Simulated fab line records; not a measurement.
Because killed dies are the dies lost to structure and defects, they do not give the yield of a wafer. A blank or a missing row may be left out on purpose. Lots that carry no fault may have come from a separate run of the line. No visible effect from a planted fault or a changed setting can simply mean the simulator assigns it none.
fab line records :: flow nand-harc :: part 2 of 2: steps 24 to 33 of 33
record
  lots=5
  wafers=15
  last-day=33
route steps=1302 shown A_CHANNEL_FILL_D2@631 A_STAIRCASE@639
lots that met no fault: from a run of the same line without faults
start-h: start of the lot's first displayed wafer, in hours after the record's first day :: wait-h: hours from the lot's prior step to this one :: " the same as in the row above :: L1.1+2: several wafers, shown together as one row :: - no value, or no start was given :: * or withheld: withheld :: < > ~ a bound
route shown NAME@n: NAME is a module with steps in the file, n the number in the route of the first one :: usual: mean/standard deviation taken from wafers without a fault :: same: alike in all rows :: chamber/n: place in a boat :: sites: each site's reading :: _std_site: their standard deviation :: _edge_site: the outer-site mean with the inner-site mean subtracted :: radius-mm: how far each site lies from the wafer's centre :: mask NAME#n: copy n :: behind: the tool/chamber that last shaped the wafer :: hold: the reason the lot was held/the length of the hold in hours/how it ended :: device: which transistor (n, p or np) failed to switch :: end of line: the same wafers' tests at the end of the route :: a step given without rows: its recipe and nothing more :: killed: not the wafer's yield, but the dies lost to structure and defects at the first sort :: map: a wafer's dies, marking killed ones x, the rest . and places with no die _
set.NAME: the run value of the setting; set.NAME@STEP: its run value at that earlier step :: model.NAME: the simulator's own value behind a step, which no gauge read
lots at selected steps of the route; one table per step, one row per wafer
services: when a tool's chamber went out of use (start-h, in hours from the record's first day, below 0 if earlier), for how many hours, and the reason
## steps
# step NHARC_A_STAIRCASE_DEHYDRATE_01
# recipe
  temp-c=150
  time-s=120
# usual
  resist-line-temp-C=22.98/0.11
# same
  time-s=120
lot.wafer: L074.2
tool: litho-track-07
chamber: 0
start-h: 355.15
wait-h: -
resist-line-temp-C: 22.97

lot.wafer: L074.4
tool: litho-track-07
chamber: 0
start-h: 355.15
wait-h: -
resist-line-temp-C: 22.93

lot.wafer: L074.5
tool: litho-track-07
chamber: 0
start-h: 355.15
wait-h: -
resist-line-temp-C: 22.91

lot.wafer: L078.1
tool: litho-track-02
chamber: 0
start-h: 391.62
wait-h: -
resist-line-temp-C: 23.04

lot.wafer: L078.4
tool: litho-track-02
chamber: 0
start-h: 391.62
wait-h: -
resist-line-temp-C: 23.10

lot.wafer: L078.6
tool: litho-track-02
chamber: 0
start-h: 391.62
wait-h: -
resist-line-temp-C: 22.90

lot.wafer: L083.3
tool: litho-track-02
chamber: 0
start-h: 450.90
wait-h: -
resist-line-temp-C: 23.09

lot.wafer: L083.5
tool: litho-track-02
chamber: 0
start-h: 450.90
wait-h: -
resist-line-temp-C: 23.07

lot.wafer: L083.6
tool: litho-track-02
chamber: 0
start-h: 450.90
wait-h: -
resist-line-temp-C: 22.89

lot.wafer: L093.3
tool: litho-track-03
chamber: 0
start-h: 550.43
wait-h: -
resist-line-temp-C: 22.78

lot.wafer: L093.4
tool: litho-track-03
chamber: 0
start-h: 550.43
wait-h: -
resist-line-temp-C: 22.97

lot.wafer: L093.5
tool: litho-track-03
chamber: 0
start-h: 550.43
wait-h: -
resist-line-temp-C: 22.97

lot.wafer: L095.3
tool: litho-track-03
chamber: 0
start-h: 568.89
wait-h: -
resist-line-temp-C: 22.89

lot.wafer: L095.4
tool: litho-track-03
chamber: 0
start-h: 568.89
wait-h: -
resist-line-temp-C: 22.98

lot.wafer: L095.6
tool: litho-track-03
chamber: 0
start-h: 568.89
wait-h: -
resist-line-temp-C: 23.00
# step NHARC_A_STAIRCASE_HMDS_02
# recipe
  time-s=30
# usual
  resist-line-temp-C=23.00/0.093
# same
  time-s=30
lot.wafer: L074.2
tool: litho-track-07
chamber: 0
start-h: -
wait-h: -
resist-line-temp-C: 22.98

lot.wafer: L074.4
tool: litho-track-07
chamber: 0
start-h: -
wait-h: -
resist-line-temp-C: 22.99

lot.wafer: L074.5
tool: litho-track-07
chamber: 0
start-h: -
wait-h: -
resist-line-temp-C: 22.95

lot.wafer: L078.1
tool: litho-track-02
chamber: 0
start-h: -
wait-h: -
resist-line-temp-C: 22.93

lot.wafer: L078.4
tool: litho-track-02
chamber: 0
start-h: -
wait-h: -
resist-line-temp-C: 22.97

lot.wafer: L078.6
tool: litho-track-02
chamber: 0
start-h: -
wait-h: -
resist-line-temp-C: 23.00

lot.wafer: L083.3
tool: litho-track-02
chamber: 0
start-h: -
wait-h: -
resist-line-temp-C: 23.11

lot.wafer: L083.5
tool: litho-track-02
chamber: 0
start-h: -
wait-h: -
resist-line-temp-C: 23.02

lot.wafer: L083.6
tool: litho-track-02
chamber: 0
start-h: -
wait-h: -
resist-line-temp-C: 23.16

lot.wafer: L093.3
tool: litho-track-03
chamber: 0
start-h: -
wait-h: -
resist-line-temp-C: 22.85

lot.wafer: L093.4
tool: litho-track-03
chamber: 0
start-h: -
wait-h: -
resist-line-temp-C: 22.94

lot.wafer: L093.5
tool: litho-track-03
chamber: 0
start-h: -
wait-h: -
resist-line-temp-C: 22.89

lot.wafer: L095.3
tool: litho-track-03
chamber: 0
start-h: -
wait-h: -
resist-line-temp-C: 22.99

lot.wafer: L095.4
tool: litho-track-03
chamber: 0
start-h: -
wait-h: -
resist-line-temp-C: 23.13

lot.wafer: L095.6
tool: litho-track-03
chamber: 0
start-h: -
wait-h: -
resist-line-temp-C: 23.03
# step NHARC_A_STAIRCASE_COAT_03
# recipe
  spin-rpm=1200
# usual
  resist-line-temp-C=23.02/0.1
lot.wafer: L074.2
tool: litho-track-07
chamber: 0
start-h: -
wait-h: -
resist-line-temp-C: 23.19

lot.wafer: L074.4
tool: litho-track-07
chamber: 0
start-h: -
wait-h: -
resist-line-temp-C: 22.91

lot.wafer: L074.5
tool: litho-track-07
chamber: 0
start-h: -
wait-h: -
resist-line-temp-C: 22.78

lot.wafer: L078.1
tool: litho-track-02
chamber: 0
start-h: -
wait-h: -
resist-line-temp-C: 22.99

lot.wafer: L078.4
tool: litho-track-02
chamber: 0
start-h: -
wait-h: -
resist-line-temp-C: 22.86

lot.wafer: L078.6
tool: litho-track-02
chamber: 0
start-h: -
wait-h: -
resist-line-temp-C: 22.90

lot.wafer: L083.3
tool: litho-track-02
chamber: 0
start-h: -
wait-h: -
resist-line-temp-C: 22.85

lot.wafer: L083.5
tool: litho-track-02
chamber: 0
start-h: -
wait-h: -
resist-line-temp-C: 22.80

lot.wafer: L083.6
tool: litho-track-02
chamber: 0
start-h: -
wait-h: -
resist-line-temp-C: 22.76

lot.wafer: L093.3
tool: litho-track-03
chamber: 0
start-h: -
wait-h: -
resist-line-temp-C: 23.05

lot.wafer: L093.4
tool: litho-track-03
chamber: 0
start-h: -
wait-h: -
resist-line-temp-C: 23.13

lot.wafer: L093.5
tool: litho-track-03
chamber: 0
start-h: -
wait-h: -
resist-line-temp-C: 23.13

lot.wafer: L095.3
tool: litho-track-03
chamber: 0
start-h: -
wait-h: -
resist-line-temp-C: 23.01

lot.wafer: L095.4
tool: litho-track-03
chamber: 0
start-h: -
wait-h: -
resist-line-temp-C: 23.05

lot.wafer: L095.6
tool: litho-track-03
chamber: 0
start-h: -
wait-h: -
resist-line-temp-C: 22.95
# step NHARC_A_STAIRCASE_SOFTBAKE_04
# recipe
  temp-c=135
  time-s=170
# usual
  resist-line-temp-C=23.00/0.088
# same
  time-s=170
lot.wafer: L074.2
tool: litho-track-07
chamber: 0
start-h: -
wait-h: -
resist-line-temp-C: 22.93

lot.wafer: L074.4
tool: litho-track-07
chamber: 0
start-h: -
wait-h: -
resist-line-temp-C: 22.97

lot.wafer: L074.5
tool: litho-track-07
chamber: 0
start-h: -
wait-h: -
resist-line-temp-C: 22.74

lot.wafer: L078.1
tool: litho-track-02
chamber: 0
start-h: -
wait-h: -
resist-line-temp-C: 23.08

lot.wafer: L078.4
tool: litho-track-02
chamber: 0
start-h: -
wait-h: -
resist-line-temp-C: 23.05

lot.wafer: L078.6
tool: litho-track-02
chamber: 0
start-h: -
wait-h: -
resist-line-temp-C: 23.09

lot.wafer: L083.3
tool: litho-track-02
chamber: 0
start-h: -
wait-h: -
resist-line-temp-C: 22.92

lot.wafer: L083.5
tool: litho-track-02
chamber: 0
start-h: -
wait-h: -
resist-line-temp-C: 22.89

lot.wafer: L083.6
tool: litho-track-02
chamber: 0
start-h: -
wait-h: -
resist-line-temp-C: 23.03

lot.wafer: L093.3
tool: litho-track-03
chamber: 0
start-h: -
wait-h: -
resist-line-temp-C: 22.93

lot.wafer: L093.4
tool: litho-track-03
chamber: 0
start-h: -
wait-h: -
resist-line-temp-C: 23.09

lot.wafer: L093.5
tool: litho-track-03
chamber: 0
start-h: -
wait-h: -
resist-line-temp-C: 22.95

lot.wafer: L095.3
tool: litho-track-03
chamber: 0
start-h: -
wait-h: -
resist-line-temp-C: 22.88

lot.wafer: L095.4
tool: litho-track-03
chamber: 0
start-h: -
wait-h: -
resist-line-temp-C: 22.86

lot.wafer: L095.6
tool: litho-track-03
chamber: 0
start-h: -
wait-h: -
resist-line-temp-C: 22.91
# step NHARC_A_STAIRCASE_EBR_05
# usual
  resist-line-temp-C=23.01/0.12
lot.wafer: L074.2
tool: litho-track-07
chamber: 0
start-h: -
wait-h: -
resist-line-temp-C: 23.04

lot.wafer: L074.4
tool: litho-track-07
chamber: 0
start-h: -
wait-h: -
resist-line-temp-C: 22.95

lot.wafer: L074.5
tool: litho-track-07
chamber: 0
start-h: -
wait-h: -
resist-line-temp-C: 22.97

lot.wafer: L078.1
tool: litho-track-02
chamber: 0
start-h: -
wait-h: -
resist-line-temp-C: 23.26

lot.wafer: L078.4
tool: litho-track-02
chamber: 0
start-h: -
wait-h: -
resist-line-temp-C: 23.10

lot.wafer: L078.6
tool: litho-track-02
chamber: 0
start-h: -
wait-h: -
resist-line-temp-C: 23.00

lot.wafer: L083.3
tool: litho-track-02
chamber: 0
start-h: -
wait-h: -
resist-line-temp-C: 23.08

lot.wafer: L083.5
tool: litho-track-02
chamber: 0
start-h: -
wait-h: -
resist-line-temp-C: 23.00

lot.wafer: L083.6
tool: litho-track-02
chamber: 0
start-h: -
wait-h: -
resist-line-temp-C: 23.00

lot.wafer: L093.3
tool: litho-track-03
chamber: 0
start-h: -
wait-h: -
resist-line-temp-C: 22.91

lot.wafer: L093.4
tool: litho-track-03
chamber: 0
start-h: -
wait-h: -
resist-line-temp-C: 22.95

lot.wafer: L093.5
tool: litho-track-03
chamber: 0
start-h: -
wait-h: -
resist-line-temp-C: 23.04

lot.wafer: L095.3
tool: litho-track-03
chamber: 0
start-h: -
wait-h: -
resist-line-temp-C: 23.12

lot.wafer: L095.4
tool: litho-track-03
chamber: 0
start-h: -
wait-h: -
resist-line-temp-C: 23.02

lot.wafer: L095.6
tool: litho-track-03
chamber: 0
start-h: -
wait-h: -
resist-line-temp-C: 23.24
# step NHARC_A_STAIRCASE_EXPOSE_06
# recipe
  na=0.5
  dose-mj=25.43
  mask-id=STAIR
# usual
  exposure-dose-mJ-cm2=25.430/0.024
lot.wafer: L074.2
tool: krf-scanner-04
chamber: 0
start-h: 355.49
wait-h: -
mask: STAIR#0
exposure-dose-mJ-cm2: 25.422

lot.wafer: L074.4
tool: krf-scanner-04
chamber: 0
start-h: 355.49
wait-h: -
mask: STAIR#0
exposure-dose-mJ-cm2: 25.441

lot.wafer: L074.5
tool: krf-scanner-04
chamber: 0
start-h: 355.49
wait-h: -
mask: STAIR#0
exposure-dose-mJ-cm2: 25.440

lot.wafer: L078.1
tool: krf-scanner-04
chamber: 0
start-h: 391.96
wait-h: -
mask: STAIR#0
exposure-dose-mJ-cm2: 25.413

lot.wafer: L078.4
tool: krf-scanner-04
chamber: 0
start-h: 391.96
wait-h: -
mask: STAIR#0
exposure-dose-mJ-cm2: 25.451

lot.wafer: L078.6
tool: krf-scanner-04
chamber: 0
start-h: 391.96
wait-h: -
mask: STAIR#0
exposure-dose-mJ-cm2: 25.461

lot.wafer: L083.3
tool: krf-scanner-01
chamber: 0
start-h: 451.24
wait-h: -
mask: STAIR#0
exposure-dose-mJ-cm2: 25.460

lot.wafer: L083.5
tool: krf-scanner-01
chamber: 0
start-h: 451.24
wait-h: -
mask: STAIR#0
exposure-dose-mJ-cm2: 25.428

lot.wafer: L083.6
tool: krf-scanner-01
chamber: 0
start-h: 451.24
wait-h: -
mask: STAIR#0
exposure-dose-mJ-cm2: 25.426

lot.wafer: L093.3
tool: krf-scanner-04
chamber: 0
start-h: 550.78
wait-h: -
mask: STAIR#0
exposure-dose-mJ-cm2: 25.457

lot.wafer: L093.4
tool: krf-scanner-04
chamber: 0
start-h: 550.78
wait-h: -
mask: STAIR#0
exposure-dose-mJ-cm2: 25.463

lot.wafer: L093.5
tool: krf-scanner-04
chamber: 0
start-h: 550.78
wait-h: -
mask: STAIR#0
exposure-dose-mJ-cm2: 25.425

lot.wafer: L095.3
tool: krf-scanner-04
chamber: 0
start-h: 569.23
wait-h: -
mask: STAIR#0
exposure-dose-mJ-cm2: 25.405

lot.wafer: L095.4
tool: krf-scanner-04
chamber: 0
start-h: 569.23
wait-h: -
mask: STAIR#0
exposure-dose-mJ-cm2: 25.439

lot.wafer: L095.6
tool: krf-scanner-04
chamber: 0
start-h: 569.23
wait-h: -
mask: STAIR#0
exposure-dose-mJ-cm2: 25.455
# step NHARC_A_STAIRCASE_PEB_07
# recipe
  peb-temp-c=115
  peb-time-s=130
# usual
  resist-line-temp-C=22.99/0.098
lot.wafer: L074.2
tool: litho-track-07
chamber: 0
start-h: 355.55
wait-h: 0.1
resist-line-temp-C: 23.18

lot.wafer: L074.4
tool: litho-track-07
chamber: 0
start-h: 355.55
wait-h: 0.1
resist-line-temp-C: 22.97

lot.wafer: L074.5
tool: litho-track-07
chamber: 0
start-h: 355.55
wait-h: 0.1
resist-line-temp-C: 23.10

lot.wafer: L078.1
tool: litho-track-07
chamber: 0
start-h: 392.02
wait-h: 0.1
resist-line-temp-C: 23.11

lot.wafer: L078.4
tool: litho-track-07
chamber: 0
start-h: 392.02
wait-h: 0.1
resist-line-temp-C: 23.05

lot.wafer: L078.6
tool: litho-track-07
chamber: 0
start-h: 392.02
wait-h: 0.1
resist-line-temp-C: 23.09

lot.wafer: L083.3
tool: litho-track-07
chamber: 0
start-h: 451.30
wait-h: 0.1
resist-line-temp-C: 22.91

lot.wafer: L083.5
tool: litho-track-07
chamber: 0
start-h: 451.30
wait-h: 0.1
resist-line-temp-C: 22.91

lot.wafer: L083.6
tool: litho-track-07
chamber: 0
start-h: 451.30
wait-h: 0.1
resist-line-temp-C: 23.19

lot.wafer: L093.3
tool: litho-track-03
chamber: 0
start-h: 550.83
wait-h: 0.1
resist-line-temp-C: 23.03

lot.wafer: L093.4
tool: litho-track-03
chamber: 0
start-h: 550.83
wait-h: 0.1
resist-line-temp-C: 22.95

lot.wafer: L093.5
tool: litho-track-03
chamber: 0
start-h: 550.83
wait-h: 0.1
resist-line-temp-C: 23.06

lot.wafer: L095.3
tool: litho-track-03
chamber: 0
start-h: 569.29
wait-h: 0.1
resist-line-temp-C: 22.99

lot.wafer: L095.4
tool: litho-track-03
chamber: 0
start-h: 569.29
wait-h: 0.1
resist-line-temp-C: 23.00

lot.wafer: L095.6
tool: litho-track-03
chamber: 0
start-h: 569.29
wait-h: 0.1
resist-line-temp-C: 23.02
# step NHARC_A_STAIRCASE_DEVELOP_08
# recipe
  time-s=140
# usual
  resist-line-temp-C=23.01/0.11
# same
  time-s=140
lot.wafer: L074.2
tool: litho-track-07
chamber: 0
start-h: -
wait-h: -
resist-line-temp-C: 22.89

lot.wafer: L074.4
tool: litho-track-07
chamber: 0
start-h: -
wait-h: -
resist-line-temp-C: 22.92

lot.wafer: L074.5
tool: litho-track-07
chamber: 0
start-h: -
wait-h: -
resist-line-temp-C: 22.82

lot.wafer: L078.1
tool: litho-track-07
chamber: 0
start-h: -
wait-h: -
resist-line-temp-C: 23.11

lot.wafer: L078.4
tool: litho-track-07
chamber: 0
start-h: -
wait-h: -
resist-line-temp-C: 23.33

lot.wafer: L078.6
tool: litho-track-07
chamber: 0
start-h: -
wait-h: -
resist-line-temp-C: 23.01

lot.wafer: L083.3
tool: litho-track-07
chamber: 0
start-h: -
wait-h: -
resist-line-temp-C: 22.90

lot.wafer: L083.5
tool: litho-track-07
chamber: 0
start-h: -
wait-h: -
resist-line-temp-C: 22.85

lot.wafer: L083.6
tool: litho-track-07
chamber: 0
start-h: -
wait-h: -
resist-line-temp-C: 22.92

lot.wafer: L093.3
tool: litho-track-03
chamber: 0
start-h: -
wait-h: -
resist-line-temp-C: 22.92

lot.wafer: L093.4
tool: litho-track-03
chamber: 0
start-h: -
wait-h: -
resist-line-temp-C: 23.03

lot.wafer: L093.5
tool: litho-track-03
chamber: 0
start-h: -
wait-h: -
resist-line-temp-C: 23.09

lot.wafer: L095.3
tool: litho-track-03
chamber: 0
start-h: -
wait-h: -
resist-line-temp-C: 22.84

lot.wafer: L095.4
tool: litho-track-03
chamber: 0
start-h: -
wait-h: -
resist-line-temp-C: 22.99

lot.wafer: L095.6
tool: litho-track-03
chamber: 0
start-h: -
wait-h: -
resist-line-temp-C: 22.87
# step NHARC_A_STAIRCASE_HARDBAKE_10
# recipe
  temp-c=120
  time-s=140
# usual
  resist-line-temp-C=22.98/0.11
# same
  time-s=140
lot.wafer: L074.2
tool: litho-track-02
chamber: 0
start-h: 355.77
wait-h: -
resist-line-temp-C: 22.85

lot.wafer: L074.4
tool: litho-track-02
chamber: 0
start-h: 355.77
wait-h: -
resist-line-temp-C: 22.81

lot.wafer: L074.5
tool: litho-track-02
chamber: 0
start-h: 355.77
wait-h: -
resist-line-temp-C: 22.84

lot.wafer: L078.1
tool: litho-track-03
chamber: 0
start-h: 392.24
wait-h: -
resist-line-temp-C: 23.01

lot.wafer: L078.4
tool: litho-track-03
chamber: 0
start-h: 392.24
wait-h: -
resist-line-temp-C: 23.00

lot.wafer: L078.6
tool: litho-track-03
chamber: 0
start-h: 392.24
wait-h: -
resist-line-temp-C: 22.90

lot.wafer: L083.3
tool: litho-track-07
chamber: 0
start-h: 451.52
wait-h: -
resist-line-temp-C: 23.23

lot.wafer: L083.5
tool: litho-track-07
chamber: 0
start-h: 451.52
wait-h: -
resist-line-temp-C: 23.20

lot.wafer: L083.6
tool: litho-track-07
chamber: 0
start-h: 451.52
wait-h: -
resist-line-temp-C: 23.16

lot.wafer: L093.3
tool: litho-track-02
chamber: 0
start-h: 551.06
wait-h: -
resist-line-temp-C: 22.84

lot.wafer: L093.4
tool: litho-track-02
chamber: 0
start-h: 551.06
wait-h: -
resist-line-temp-C: 22.83

lot.wafer: L093.5
tool: litho-track-02
chamber: 0
start-h: 551.06
wait-h: -
resist-line-temp-C: 22.86

lot.wafer: L095.3
tool: litho-track-02
chamber: 0
start-h: 569.51
wait-h: -
resist-line-temp-C: 23.09

lot.wafer: L095.4
tool: litho-track-02
chamber: 0
start-h: 569.51
wait-h: -
resist-line-temp-C: 22.99

lot.wafer: L095.6
tool: litho-track-02
chamber: 0
start-h: 569.51
wait-h: -
resist-line-temp-C: 23.09
# step NHARC_A_STAIRCASE_DESCUM_11
# recipe
  time-s=3
  o2-flow-sccm=200
  ar-flow-sccm=0
  bias-power-w=0
  chemistry=O2
# usual
  drypump-motor-current-A=5.9/0.38
  oes-product-au=1.003/0.018
  rf-vpp-V=57.8/0.94
  showerhead-plenum-p-Torr=1.92/0.099
  throttle-valve-pct=11.311/0.0087
# same
  time-s=3
lot.wafer: L074.4
tool: rie-diel-11
chamber: 0
start-h: 355.87
wait-h: -
drypump-motor-current-A: 5.6
oes-product-au: 0.985
rf-hours-counter-h: 29
rf-vpp-V: 58.0
showerhead-plenum-p-Torr: 2.01
throttle-valve-pct: 11.301

lot.wafer: L074.2
tool: rie-diel-11
chamber: 1
start-h: 355.87
wait-h: -
drypump-motor-current-A: 5.5
oes-product-au: 1.003
rf-hours-counter-h: 24
rf-vpp-V: 59.4
showerhead-plenum-p-Torr: 2.07
throttle-valve-pct: 11.314

lot.wafer: L074.5
tool: rie-diel-11
chamber: 0
start-h: 355.87
wait-h: -
drypump-motor-current-A: 5.6
oes-product-au: 0.989
rf-hours-counter-h: -
rf-vpp-V: 58.1
showerhead-plenum-p-Torr: 2.01
throttle-valve-pct: 11.310

lot.wafer: L078.1
tool: rie-diel-11
chamber: 0
start-h: 392.34
wait-h: -
drypump-motor-current-A: 5.6
oes-product-au: 1.000
rf-hours-counter-h: 43
rf-vpp-V: 58.2
showerhead-plenum-p-Torr: 2.00
throttle-valve-pct: 11.312

lot.wafer: L078.4
tool: rie-diel-11
chamber: 2
start-h: 392.34
wait-h: -
drypump-motor-current-A: 6.2
oes-product-au: 0.969
rf-hours-counter-h: 37
rf-vpp-V: 58.4
showerhead-plenum-p-Torr: 2.05
throttle-valve-pct: 11.299

lot.wafer: L078.6
tool: rie-diel-11
chamber: 3
start-h: 392.34
wait-h: -
drypump-motor-current-A: 6.0
oes-product-au: 0.996
rf-hours-counter-h: -
rf-vpp-V: 59.3
showerhead-plenum-p-Torr: 1.91
throttle-valve-pct: 11.315

lot.wafer: L083.3
tool: rie-diel-05
chamber: 2
start-h: 451.62
wait-h: -
drypump-motor-current-A: 6.1
oes-product-au: 1.010
rf-hours-counter-h: 15
rf-vpp-V: 57.1
showerhead-plenum-p-Torr: 1.79
throttle-valve-pct: 11.315

lot.wafer: L083.5
tool: rie-diel-05
chamber: 0
start-h: 451.62
wait-h: -
drypump-motor-current-A: 6.6
oes-product-au: 1.024
rf-hours-counter-h: -
rf-vpp-V: 58.0
showerhead-plenum-p-Torr: 1.84
throttle-valve-pct: 11.301

lot.wafer: L083.6
tool: rie-diel-05
chamber: 1
start-h: 451.62
wait-h: -
drypump-motor-current-A: 6.1
oes-product-au: 1.000
rf-hours-counter-h: -
rf-vpp-V: 59.4
showerhead-plenum-p-Torr: 2.03
throttle-valve-pct: 11.304

lot.wafer: L093.3
tool: rie-diel-11
chamber: 0
start-h: 551.14
wait-h: -
drypump-motor-current-A: 5.6
oes-product-au: 0.986
rf-hours-counter-h: 35
rf-vpp-V: 57.2
showerhead-plenum-p-Torr: 1.99
throttle-valve-pct: 11.301

lot.wafer: L093.4
tool: rie-diel-11
chamber: 2
start-h: 551.14
wait-h: -
drypump-motor-current-A: 6.1
oes-product-au: 0.968
rf-hours-counter-h: 35
rf-vpp-V: 57.4
showerhead-plenum-p-Torr: 2.03
throttle-valve-pct: 11.311

lot.wafer: L093.5
tool: rie-diel-11
chamber: 1
start-h: 551.14
wait-h: -
drypump-motor-current-A: 5.4
oes-product-au: 0.987
rf-hours-counter-h: -
rf-vpp-V: 58.9
showerhead-plenum-p-Torr: 2.05
throttle-valve-pct: 11.312

lot.wafer: L095.3
tool: rie-diel-05
chamber: 3
start-h: 569.59
wait-h: -
drypump-motor-current-A: 5.9
oes-product-au: 1.038
rf-hours-counter-h: 41
rf-vpp-V: 57.2
showerhead-plenum-p-Torr: 1.77
throttle-valve-pct: 11.314

lot.wafer: L095.4
tool: rie-diel-05
chamber: 1
start-h: 569.59
wait-h: -
drypump-motor-current-A: 6.1
oes-product-au: 0.987
rf-hours-counter-h: 44
rf-vpp-V: 58.1
showerhead-plenum-p-Torr: 2.02
throttle-valve-pct: 11.305

lot.wafer: L095.6
tool: rie-diel-05
chamber: 0
start-h: 569.59
wait-h: -
drypump-motor-current-A: 6.6
oes-product-au: 1.026
rf-hours-counter-h: -
rf-vpp-V: 57.6
showerhead-plenum-p-Torr: 1.83
throttle-valve-pct: 11.313
## services
tool: cmp-04
chamber: -
start-h: 329.65
hours: 4.0
kind: pm

tool: wet-bench-07
chamber: -
start-h: 336.00
hours: 8.0
kind: pm

tool: wet-bench-04
chamber: -
start-h: 338.84
hours: 3.9
kind: repair

tool: plasma-asher-01
chamber: -
start-h: 342.00
hours: 9.0
kind: pm

tool: krf-scanner-04
chamber: -
start-h: 357.41
hours: 4.0
kind: pm

tool: wet-bench-06
chamber: -
start-h: 369.60
hours: 8.0
kind: pm

tool: rtp-anneal-01
chamber: -
start-h: 372.10
hours: 12.0
kind: pm

tool: pecvd-04
chamber: 0
start-h: 378.66
hours: 3.2
kind: repair

tool: wet-bench-03
chamber: -
start-h: 386.40
hours: 8.0
kind: pm

tool: plasma-asher-01
chamber: -
start-h: 388.88
hours: 10.2
kind: repair

tool: litho-track-02
chamber: -
start-h: 402.01
hours: 7.0
kind: pm

tool: wet-bench-04
chamber: -
start-h: 403.20
hours: 8.0
kind: pm

tool: rie-diel-05
chamber: -
start-h: 408.41
hours: 9.0
kind: pm

tool: cmp-04
chamber: -
start-h: 415.46
hours: 0.8
kind: repair

tool: rie-diel-11
chamber: -
start-h: 416.68
hours: 0.2
kind: repair

tool: wet-bench-02
chamber: -
start-h: 420.79
hours: 8.0
kind: pm

tool: litho-track-07
chamber: -
start-h: 426.00
hours: 7.0
kind: pm

tool: rie-diel-11
chamber: -
start-h: 432.57
hours: 9.0
kind: pm

tool: litho-track-03
chamber: -
start-h: 450.00
hours: 7.0
kind: pm

tool: wet-bench-01
chamber: -
start-h: 453.65
hours: 8.0
kind: pm

tool: krf-scanner-04
chamber: -
start-h: 506.91
hours: 0.8
kind: repair

tool: rie-diel-11
chamber: 0
start-h: 520.39
hours: 3.2
kind: repair

tool: krf-scanner-04
chamber: -
start-h: 529.41
hours: 4.0
kind: pm

tool: krf-scanner-04
chamber: -
start-h: 537.30
hours: 0.1
kind: repair
